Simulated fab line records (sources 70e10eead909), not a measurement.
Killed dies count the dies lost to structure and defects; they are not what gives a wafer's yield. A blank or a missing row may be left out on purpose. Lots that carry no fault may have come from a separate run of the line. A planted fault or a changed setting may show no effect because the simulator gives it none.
fab line records	flow nandHarc	part 1 of 2: steps 1 to 24 of 33
record: lots: 5	wafers: 15	lastDay: 33
route steps=1302 shown A_STAIRCASE@807
lots that met no fault: taken from a fault-free run of the same line
startH: hours from the record's first day to the start of the lot's first wafer shown	waitH: hours elapsed since this lot's preceding step	" identical to the entry in the row above	L1.1+2: a single row standing in for several wafers	- no value, or no start given	* or withheld: withheld	< > ~ a bound
route shown NAME@n: a module of which the file shows steps, and the number in the route of the first	usual: mean and standard deviation over wafers with no fault	same: alike in all rows	chamber/n: place in a boat	sites: the reading at each site	_std_site: their standard deviation	_edge_site: inner sites' mean taken away from outer sites' mean	radiusMm: how far each site lies from the wafer's centre	mask NAME#n: copy n	behind: tool/chamber where the wafer was last shaped	hold: why the lot went on hold/how many hours it stayed there/how the hold came to an end	device: transistor that didn't switch, given as n, p or np	end of line: the route-end tests of the same wafers	step lacking rows: just its recipe	killed: the dies lost at the first sort to structure and to defects; this is not the yield of the wafer	map: a wafer's dies, marking killed ones x, the rest . and places with no die _
set.NAME: the setting that was run; set.NAME@STEP: the one run at that earlier step	model.NAME: the simulator's own value behind a step, which no gauge read
lots at some steps of the route; a table a step, a row a wafer
services: when a tool's chamber went out of use (startH, in hours from the record's first day, below 0 if earlier), for how many hours, and the reason
== steps ==
step: NHARC_A_STAIRCASE_DESCUM_291
recipe: timeS: 3	o2FlowSccm: 200	arFlowSccm: 0	biasPowerW: 0	chemistry: O2
usual: drypumpMotorCurrentA: 5.8/0.49	oesProductAu: 0.998/0.0075	rfVppV: 57.8/0.8	showerheadPlenumPTorr: 1.93/0.071	throttleValvePct: 11.310/0.0088
lot.wafer	tool	chamber	startH	waitH	drypumpMotorCurrentA	oesProductAu	rfHoursCounterH	rfVppV	showerheadPlenumPTorr	throttleValvePct
L078.3	rieDiel-12	3	416.67	-	6.1	0.998	44	58.6	1.86	11.309
L078.2	"	2	"	"	5.4	1.005	48	57.7	1.97	11.307
L078.5	"	3	"	"	6.1	0.998	-	57.6	1.86	11.309
L087.4	rieDiel-04	1	513.41	-	6.6	0.999	31	57.2	1.77	11.294
L087.5	"	1	"	"	6.6	0.989	-	55.6	1.77	11.300
L087.6	"	2	"	"	6.2	0.984	-	57.5	1.96	11.319
L090.1	rieDiel-11	3	543.48	-	5.0	0.990	40	58.8	1.88	11.325
L090.4	"	0	"	"	6.3	1.000	39	58.2	1.96	11.312
L090.3	"	1	"	"	6.2	0.994	42	57.8	1.98	11.312
L093.4	rieDiel-12	1	556.07	-	5.5	0.996	27	57.1	1.94	11.321
L093.1	"	2	"	"	5.5	0.998	29	58.9	1.96	11.305
L093.6	"	1	"	"	5.5	0.988	-	58.4	1.94	11.311
L097.1	rieDiel-12	3	605.05	-	6.1	0.997	46	56.9	1.84	11.300
L097.2	"	0	"	"	5.0	1.003	47	56.4	1.84	11.309
L097.5	"	2	"	"	5.5	0.986	-	58.7	1.95	11.308
step: NHARC_A_STAIRCASE_ETCH_292
recipe: cf4FlowSccm: 100	chf3FlowSccm: 30	arFlowSccm: 0	rfW: 500	biasW: 200	chemistry: CF4/CHF3
usual: drypumpMotorCurrentA: 5.8/0.51	oesProductAu: 0.931/0.019	rfVppV: 370.8/2.1	showerheadPlenumPTorr: 1.58/0.056	throttleValvePct: 16.803/0.0095
lot.wafer	tool	chamber	startH	waitH	drypumpMotorCurrentA	oesProductAu	rfHoursCounterH	rfVppV	showerheadPlenumPTorr	throttleValvePct
L078.3	rieDiel-12	0	416.75	0.1	5.0	0.929	48	369.9	1.53	16.789
L078.2	"	3	"	"	6.1	0.922	44	368.0	1.53	16.814
L078.5	"	0	"	"	5.0	0.926	-	369.7	1.53	16.815
L087.4	rieDiel-04	3	514.06	0.6	6.0	0.913	57	371.9	1.66	16.810
L087.5	"	1	"	"	6.6	0.916	-	366.4	1.46	16.820
L087.6	"	2	"	"	6.2	0.915	-	372.6	1.61	16.805
L090.3	rieDiel-11	3	543.58	0.1	5.0	0.931	40	370.9	1.55	16.780
L090.4	"	0	"	"	6.3	0.918	39	371.8	1.61	16.801
L090.1	"	1	"	"	6.2	0.922	42	373.0	1.63	16.801
L093.4	rieDiel-12	1	556.15	0.1	5.5	0.928	27	370.8	1.60	16.799
L093.1	"	0	"	"	5.0	0.934	31	368.6	1.52	16.822
L093.6	"	2	"	"	5.4	0.927	-	370.9	1.61	16.797
L097.2	rieDiel-12	3	605.13	0.1	6.1	0.934	46	369.4	1.51	16.806
L097.1	"	0	"	"	5.0	0.930	47	367.5	1.52	16.793
L097.5	"	2	"	"	5.4	0.921	-	371.3	1.61	16.791
step: NHARC_A_STAIRCASE_HM_OPEN_460
recipe: o2FlowSccm: 400	cosFlowSccm: 20	arFlowSccm: 0	rfW: 500	biasW: 300	chemistry: O2/COS
usual: drypumpMotorCurrentA: 5.8/0.49	oesProductAu: 0.999/0.0077	rfVppV: 467.5/2.5	showerheadPlenumPTorr: 3.14/0.11	throttleValvePct: 28.330/0.0084
lot.wafer	tool	chamber	startH	waitH	drypumpMotorCurrentA	oesProductAu	rfHoursCounterH	rfVppV	showerheadPlenumPTorr	throttleValvePct
L078.2	rieDiel-12	3	-	-	6.1	0.994	44	463.7	3.03	28.340
L078.3	"	0	"	"	5.0	1.000	48	464.9	3.04	28.321
L078.5	"	1	"	"	5.5	0.982	-	470.0	3.19	28.344
L087.4	rieDiel-04	2	-	-	6.2	0.995	56	468.5	3.19	28.336
L087.6	"	3	"	"	6.0	1.004	-	472.6	3.29	28.329
L087.5	"	0	"	"	5.3	1.006	-	462.9	2.99	28.330
L090.4	rieDiel-11	1	-	-	6.1	1.009	42	469.2	3.22	28.339
L090.3	"	2	"	"	6.1	1.017	42	468.4	3.18	28.335
L090.1	"	3	"	"	5.0	1.004	40	466.3	3.07	28.325
L093.1	rieDiel-12	2	-	-	5.5	0.984	29	469.9	3.19	28.321
L093.4	"	3	"	"	6.1	0.985	31	466.0	3.01	28.349
L093.6	"	1	"	"	5.5	0.986	-	469.6	3.17	28.335
L097.1	rieDiel-12	2	-	-	5.4	0.995	43	467.8	3.18	28.323
L097.2	"	3	"	"	6.1	0.993	46	464.8	3.01	28.328
L097.5	"	1	"	"	5.5	0.995	-	467.8	3.16	28.328
step: NHARC_A_STAIRCASE_STRIP_461
recipe: o2FlowSccm: 400	cosFlowSccm: 20	arFlowSccm: 0	biasW: 0	chemistry: O2/COS
lot.wafer	tool	chamber	startH	waitH
L078.2+3+5	rieDiel-12	1,2,0	-	-
L087.4+5+6	rieDiel-04	1,1,2	-	-
L090.1+4+3	rieDiel-11	1,3,0	-	-
L093.4+1+6	rieDiel-12	3,0,3	-	-
L097.1+2+5	rieDiel-12	0,1,3	-	-
step: NHARC_A_STAIRCASE_ETCH_452
recipe: targetDepthA: 300	overetchA: 30	timeS: 16.5	ionEnergyEv: 100	cf4FlowSccm: 80	o2FlowSccm: 20	arFlowSccm: 0	rfW: 300	biasW: 100	chemistry: CF4/O2
usual: drypumpMotorCurrentA: 5.8/0.5	oesProductAu: 0.998/0.0084	rfVppV: 198.0/1.2	showerheadPlenumPTorr: 1.34/0.05	throttleValvePct: 13.397/0.0089
lot.wafer	tool	chamber	startH	waitH	drypumpMotorCurrentA	oesProductAu	rfHoursCounterH	rfVppV	showerheadPlenumPTorr	throttleValvePct
L078.3	rieDiel-12	2	-	-	5.4	1.001	48	198.7	1.37	13.391
L078.2	"	0	"	"	5.0	0.999	48	197.7	1.30	13.411
L078.5	"	1	"	"	5.5	0.998	-	198.4	1.36	13.397
L087.4	rieDiel-04	2	-	-	6.2	0.991	56	199.3	1.36	13.388
L087.5	"	3	"	"	6.0	1.005	-	199.2	1.41	13.401
L087.6	"	0	"	"	5.2	1.010	-	195.5	1.28	13.398
L090.3	rieDiel-11	2	-	-	6.1	1.016	42	198.1	1.36	13.394
L090.4	"	3	"	"	5.0	1.011	40	198.4	1.31	13.393
L090.1	"	1	"	"	6.2	0.992	42	197.6	1.38	13.394
L093.1	rieDiel-12	2	-	-	5.4	0.988	29	198.7	1.37	13.409
L093.4	"	0	"	"	5.0	0.980	31	197.0	1.29	13.394
L093.6	"	1	"	"	5.5	0.992	-	198.5	1.36	13.398
L097.1	rieDiel-12	1	-	-	5.5	1.001	41	199.2	1.35	13.390
L097.2	"	0	"	"	5.0	1.011	47	198.2	1.29	13.406
L097.5	"	2	"	"	5.4	0.985	-	198.3	1.36	13.394
step: NHARC_A_STAIRCASE_ETCH_294
recipe: targetDepthA: 49890	timeS: 1211.6	ionEnergyEv: 800	c4f8FlowSccm: 80	o2FlowSccm: 60	arFlowSccm: withheld	rfW: 600	biasW: 3000	chemistry: C4F8/O2/Ar
usual: oesProductAu: 0.930/0.011	rfVppV: 1828/9.4
lot.wafer	tool	chamber	startH	waitH	oesProductAu	rfHoursCounterH	rfVppV
L078.3	rieDiel-12	2	-	-	0.920	48	1834
L078.2	"	0	"	"	0.925	48	1820
L078.5	"	2	"	"	0.926	-	1833
L087.4	rieDiel-04	2	-	-	0.918	57	1831
L087.6	"	0	"	"	0.926	-	1815
L087.5	"	1	"	"	0.926	-	1809
L090.4	rieDiel-11	0	-	-	0.933	40	1833
L090.1	"	1	"	"	0.932	42	1835
L090.3	"	3	"	"	0.933	40	1822
L093.4	rieDiel-12	2	-	-	0.928	29	1833
L093.1	"	0	"	"	0.920	32	1817
L093.6	"	3	"	"	0.944	-	1817
L097.1	rieDiel-12	1	-	-	0.927	41	1830
L097.2	"	0	"	"	0.930	48	1819
L097.5	"	1	"	"	0.935	-	1831
step: NHARC_A_STAIRCASE_STRIP_295
recipe: o2FlowSccm: 500	arFlowSccm: 0	biasW: 0	chemistry: O2
usual: drypumpMotorCurrentA: 5.8/0.49	oesProductAu: 0.998/0.0075	rfVppV: 58.0/0.92	showerheadPlenumPTorr: 3.55/0.12	throttleValvePct: 17.037/0.0095
lot.wafer	tool	chamber	startH	waitH	drypumpMotorCurrentA	oesProductAu	rfHoursCounterH	rfVppV	showerheadPlenumPTorr	throttleValvePct
L078.3	rieDiel-12	2	-	-	5.5	0.989	49	59.8	3.63	17.040
L078.2	"	3	"	"	6.1	1.013	45	57.5	3.43	17.044
L078.5	"	1	"	"	5.5	0.995	-	58.0	3.60	17.021
L087.4	rieDiel-04	2	-	-	6.2	0.990	57	58.5	3.60	17.038
L087.5	"	2	"	"	6.2	0.989	-	58.7	3.60	17.018
L087.6	"	3	"	"	6.0	0.996	-	59.2	3.71	17.036
L090.3	rieDiel-11	3	-	-	5.0	1.005	40	56.8	3.47	17.043
L090.1	"	1	"	"	6.2	1.000	43	58.6	3.64	17.029
L090.4	"	2	"	"	6.1	1.024	43	60.5	3.59	17.038
L093.1	rieDiel-12	1	-	-	5.5	1.003	27	59.1	3.58	17.022
L093.4	"	2	"	"	5.5	0.984	29	59.5	3.61	17.042
L093.6	"	1	"	"	5.5	0.998	-	58.1	3.58	17.032
L097.1	rieDiel-12	0	-	-	5.0	1.002	48	56.3	3.41	17.033
L097.2	"	2	"	"	5.4	0.986	43	59.7	3.60	17.039
L097.5	"	0	"	"	5.0	0.992	-	56.8	3.41	17.038
step: NHARC_A_STAIRCASE_STRIP_296
recipe: timeS: 900	tempC: 130	chemistry: SPM
lot.wafer	tool	chamber	startH	waitH
L078.2+5+3	wetBench-04	4,6,7	418.46	-
L087.4+5+6	wetBench-04	5,6,2	515.75	-
L090.3+1+4	wetBench-04	1,3,6	545.25	-
L093.6+4+1	wetBench-06	1,4,6	557.78	-
L097.2+1+5	wetBench-01	1,2,5	606.74	-
step: NHARC_A_STAIRCASE_PRECLEAN_297
recipe: timeS: *	tempC: 50	bathAgeMin: 0	chemistry: SC1
same: bathAgeMin: 0
lot.wafer	tool	chamber	startH	waitH
L078.2+5+3	wetBench-04	4,6,7	-	-
L087.4+5+6	wetBench-04	5,6,2	-	-
L090.3+1+4	wetBench-04	1,3,6	-	-
L093.6+4+1	wetBench-06	1,4,6	-	-
L097.2+1+5	wetBench-01	1,2,5	-	-
step: NHARC_A_STAIRCASE_SRD_298
lot.wafer	tool	chamber	startH	waitH
L078.2+5+3	wetBench-04	4,6,7	-	-
L087.4+5+6	wetBench-04	5,6,2	-	-
L090.3+1+4	wetBench-04	1,3,6	-	-
L093.6+4+1	wetBench-06	1,4,6	-	-
L097.2+1+5	wetBench-01	1,2,5	-	-
step: NHARC_A_STAIRCASE_HM_DEP_462
recipe: targetThkA: 8000	tempC: 400	material: aC
usual: throttleValvePct: 35.000/0.0087
lot.wafer	tool	chamber	startH	waitH	throttleValvePct
L078.2	aclDep-03	0	419.64	0.7	35.008
L078.3	"	0	"	"	34.995
L078.5	"	0	"	"	34.988
L087.4	aclDep-01	0	517.19	1.0	34.992
L087.5	"	0	"	"	34.994
L087.6	"	0	"	"	34.994
L090.1	aclDep-02	0	546.18	0.5	34.999
L090.3	"	0	"	"	34.998
L090.4	"	0	"	"	34.998
L093.1	aclDep-03	0	558.30	0.1	34.988
L093.4	"	0	"	"	35.005
L093.6	"	0	"	"	34.991
L097.1	aclDep-02	0	607.26	0.1	34.982
L097.2	"	0	"	"	35.001
L097.5	"	0	"	"	34.988
step: NHARC_A_STAIRCASE_DEP_301
recipe: targetThkA: 300	targetThkNm: 30	tempC: 400	pressureTorr: 3.5	flowSccm: 200	rfW: 350	material: SiON
usual: heaterPowerW: 786/140	showerheadVppV: 1152/67
lot.wafer	tool	chamber	startH	waitH	heaterPowerW	showerheadVppV
L078.3	pecvd-04	2	421.18	0.9	876	1156
L078.2	"	1	"	"	783	1202
L078.5	"	2	"	"	865	1121
L087.6	pecvd-02	1	518.21	0.1	841	1218
L087.4	"	2	"	"	599	1280
L087.5	"	0	"	"	769	1078
L090.3	pecvd-04	1	548.31	1.2	779	1207
L090.1	"	0	"	"	640	1107
L090.4	"	1	"	"	783	1225
L093.1	pecvd-04	1	560.15	1.5	689	1178
L093.4	"	1	"	"	656	1198
L093.6	"	2	"	"	877	1141
L097.2	pecvd-04	2	609.11	1.2	806	1144
L097.1	"	0	"	"	682	1090
L097.5	"	0	"	"	672	1104
step: NHARC_A_STAIRCASE_DEHYDRATE_302
recipe: tempC: 150	timeS: 120
lot.wafer	tool	chamber	startH	waitH
L078.2+3+5	lithoTrack-03	0	421.45	0.2
L087.4+5+6	lithoTrack-07	0	518.40	0.1
L090.1+3+4	lithoTrack-02	0	548.57	0.2
L093.1+4+6	lithoTrack-02	0	560.39	0.2
L097.1+2+5	lithoTrack-03	0	609.39	0.2
step: NHARC_A_STAIRCASE_HMDS_303
recipe: timeS: 30
lot.wafer	tool	chamber	startH	waitH
L078.2+3+5	lithoTrack-03	0	-	-
L087.4+5+6	lithoTrack-07	0	-	-
L090.1+3+4	lithoTrack-02	0	-	-
L093.1+4+6	lithoTrack-02	0	-	-
L097.1+2+5	lithoTrack-03	0	-	-
step: NHARC_A_STAIRCASE_COAT_304
recipe: spinRpm: 1200
lot.wafer	tool	chamber	startH	waitH
L078.2+3+5	lithoTrack-03	0	-	-
L087.4+5+6	lithoTrack-07	0	-	-
L090.1+3+4	lithoTrack-02	0	-	-
L093.1+4+6	lithoTrack-02	0	-	-
L097.1+2+5	lithoTrack-03	0	-	-
step: NHARC_A_STAIRCASE_SOFTBAKE_305
recipe: tempC: 135	timeS: 170
lot.wafer	tool	chamber	startH	waitH
L078.2+3+5	lithoTrack-03	0	-	-
L087.4+5+6	lithoTrack-07	0	-	-
L090.1+3+4	lithoTrack-02	0	-	-
L093.1+4+6	lithoTrack-02	0	-	-
L097.1+2+5	lithoTrack-03	0	-	-
step: NHARC_A_STAIRCASE_EBR_306
lot.wafer	tool	chamber	startH	waitH
L078.2+3+5	lithoTrack-03	0	-	-
L087.4+5+6	lithoTrack-07	0	-	-
L090.1+3+4	lithoTrack-02	0	-	-
L093.1+4+6	lithoTrack-02	0	-	-
L097.1+2+5	lithoTrack-03	0	-	-
step: NHARC_A_STAIRCASE_EXPOSE_307
recipe: na: 0.5	doseMj: 45.72	maskId: CHOP_50
lot.wafer	tool	chamber	startH	waitH	mask
L078.2+3+5	krfScanner-03	0	421.79	-	CHOP_50#0
L087.4+5+6	krfScanner-03	0	518.74	-	CHOP_50#0
L090.1+3+4	krfScanner-03	0	548.78	-	CHOP_50#0
L093.1+4+6	krfScanner-04	0	560.73	-	CHOP_50#0
L097.1+2+5	krfScanner-01	0	609.72	-	CHOP_50#0
step: NHARC_A_STAIRCASE_PEB_308
recipe: pebTempC: 115	pebTimeS: 130
lot.wafer	tool	chamber	startH	waitH
L078.2+3+5	lithoTrack-07	0	421.85	0.1
L087.4+5+6	lithoTrack-02	0	518.79	0.0
L090.1+3+4	lithoTrack-03	0	548.85	0.1
L093.1+4+6	lithoTrack-03	0	560.79	0.1
L097.1+2+5	lithoTrack-03	0	609.78	0.1
step: NHARC_A_STAIRCASE_DEVELOP_309
recipe: timeS: 140
lot.wafer	tool	chamber	startH	waitH
L078.2+3+5	lithoTrack-07	0	-	-
L087.4+5+6	lithoTrack-02	0	-	-
L090.1+3+4	lithoTrack-03	0	-	-
L093.1+4+6	lithoTrack-03	0	-	-
L097.1+2+5	lithoTrack-03	0	-	-
step: NHARC_A_STAIRCASE_HARDBAKE_311
recipe: tempC: 120	timeS: 140
lot.wafer	tool	chamber	startH	waitH
L078.2+3+5	lithoTrack-03	0	422.07	-
L087.4+5+6	lithoTrack-03	0	519.02	-
L090.1+3+4	lithoTrack-07	0	549.07	-
L093.1+4+6	lithoTrack-07	0	561.01	-
L097.1+2+5	lithoTrack-02	0	610.00	-
step: NHARC_A_STAIRCASE_DESCUM_312
recipe: timeS: 3	o2FlowSccm: 200	arFlowSccm: 0	biasPowerW: 0	chemistry: O2
usual: drypumpMotorCurrentA: 5.8/0.53	oesProductAu: 0.997/0.0077	rfVppV: 57.9/0.95	showerheadPlenumPTorr: 1.93/0.073	throttleValvePct: 11.311/0.0096
lot.wafer	tool	chamber	startH	waitH	drypumpMotorCurrentA	oesProductAu	rfHoursCounterH	rfVppV	showerheadPlenumPTorr	throttleValvePct
L078.2	rieDiel-11	1	422.17	-	6.2	0.994	48	59.1	2.00	11.308
L078.3	"	3	"	"	5.0	0.999	54	59.0	1.89	11.307
L078.5	"	1	"	"	6.2	1.002	-	58.0	2.00	11.307
L087.4	rieDiel-12	1	519.12	-	5.5	0.993	15	58.8	1.95	11.297
L087.5	"	3	"	"	6.1	0.986	-	57.6	1.85	11.307
L087.6	"	0	"	"	5.0	0.989	-	58.1	1.85	11.291
L090.3	rieDiel-04	0	549.16	-	5.3	0.997	1	57.3	1.82	11.314
L090.4	"	1	"	"	6.6	0.999	1	59.1	2.08	11.324
L090.1	"	3	"	"	6.0	0.994	2	58.2	2.02	11.316
L093.4	rieDiel-11	3	561.10	-	5.0	0.997	43	57.8	1.88	11.322
L093.1	"	1	"	"	6.2	1.005	47	58.9	1.98	11.306
L093.6	"	0	"	"	6.3	0.996	-	59.3	1.96	11.306
L097.1	rieDiel-12	0	610.11	-	5.0	0.997	49	56.3	1.84	11.297
L097.2	"	1	"	"	5.5	0.995	43	57.6	1.94	11.314
L097.5	"	0	"	"	5.0	0.992	-	56.5	1.84	11.308
step: NHARC_A_STAIRCASE_ETCH_313
recipe: cf4FlowSccm: 100	chf3FlowSccm: 30	arFlowSccm: 0	rfW: 500	biasW: 200	chemistry: CF4/CHF3
usual: drypumpMotorCurrentA: 5.7/0.53	oesProductAu: 0.934/0.021	rfVppV: 371.1/2	showerheadPlenumPTorr: 1.59/0.056	throttleValvePct: 16.802/0.0097
lot.wafer	tool	chamber	startH	waitH	drypumpMotorCurrentA	oesProductAu	rfHoursCounterH	rfVppV	showerheadPlenumPTorr	throttleValvePct
L078.3	rieDiel-11	1	422.24	0.1	6.2	0.932	48	372.8	1.64	16.800
L078.2	"	0	"	"	6.3	0.921	54	372.1	1.62	16.808
L078.5	"	2	"	"	6.1	0.929	-	372.5	1.61	16.789
L087.4	rieDiel-12	1	519.20	0.1	5.5	0.911	15	371.7	1.60	16.810
L087.5	"	3	"	"	6.1	0.919	-	367.7	1.52	16.787
L087.6	"	0	"	"	5.0	0.927	-	369.1	1.53	16.806
L090.3	rieDiel-04	0	549.24	0.1	5.2	0.947	1	369.8	1.50	16.806
L090.1	"	1	"	"	6.6	0.959	1	374.3	1.70	16.800
L090.4	"	2	"	"	6.2	0.967	1	371.2	1.60	16.820
L093.4	rieDiel-11	2	561.19	0.1	6.1	0.935	46	371.1	1.60	16.803
L093.1	"	1	"	"	6.2	0.911	47	372.7	1.62	16.806
L093.6	"	3	"	"	5.0	0.913	-	370.0	1.55	16.793
L097.1	rieDiel-12	1	610.25	0.1	5.5	0.914	43	372.1	1.59	16.793
L097.2	"	2	"	"	5.4	0.925	44	372.7	1.61	16.798
L097.5	"	1	"	"	5.5	0.926	-	371.8	1.59	16.816
step: NHARC_A_STAIRCASE_HM_OPEN_463
recipe: o2FlowSccm: 400	cosFlowSccm: 20	arFlowSccm: 0	rfW: 500	biasW: 300	chemistry: O2/COS
usual: drypumpMotorCurrentA: 5.8/0.52	oesProductAu: 0.996/0.0078	rfVppV: 467.8/2.5	showerheadPlenumPTorr: 3.15/0.11	throttleValvePct: 28.330/0.0091
lot.wafer	tool	chamber	startH	waitH	drypumpMotorCurrentA	oesProductAu	rfHoursCounterH	rfVppV	showerheadPlenumPTorr	throttleValvePct
L078.2	rieDiel-11	0	-	-	6.3	0.997	54	468.4	3.21	28.324
L078.3	"	1	"	"	6.2	0.985	48	469.5	3.25	28.327
L078.5	"	2	"	"	6.1	0.996	-	468.6	3.20	28.327
L087.4	rieDiel-12	2	-	-	5.4	0.991	19	468.7	3.20	28.345
L087.5	"	0	"	"	5.0	1.002	-	465.8	3.03	28.327
L087.6	"	1	"	"	5.5	1.001	-	468.6	3.17	28.333
L090.4	rieDiel-04	1	-	-	6.6	0.994	1	471.2	3.37	28.321
L090.1	"	2	"	"	6.3	0.994	1	466.7	3.18	28.336
L090.3	"	0	"	"	5.3	0.997	1	465.5	2.99	28.326
L093.1	rieDiel-11	0	-	-	6.3	0.992	44	468.3	3.19	28.318
L093.4	"	1	"	"	6.2	1.004	47	470.7	3.22	28.331
L093.6	"	1	"	"	6.2	1.007	-	469.5	3.22	28.325
L097.1	rieDiel-12	3	-	-	6.1	0.993	48	463.7	3.00	28.326
L097.2	"	0	"	"	5.0	0.991	49	465.1	3.01	28.333
L097.5	"	2	"	"	5.5	0.989	-	468.9	3.18	28.337
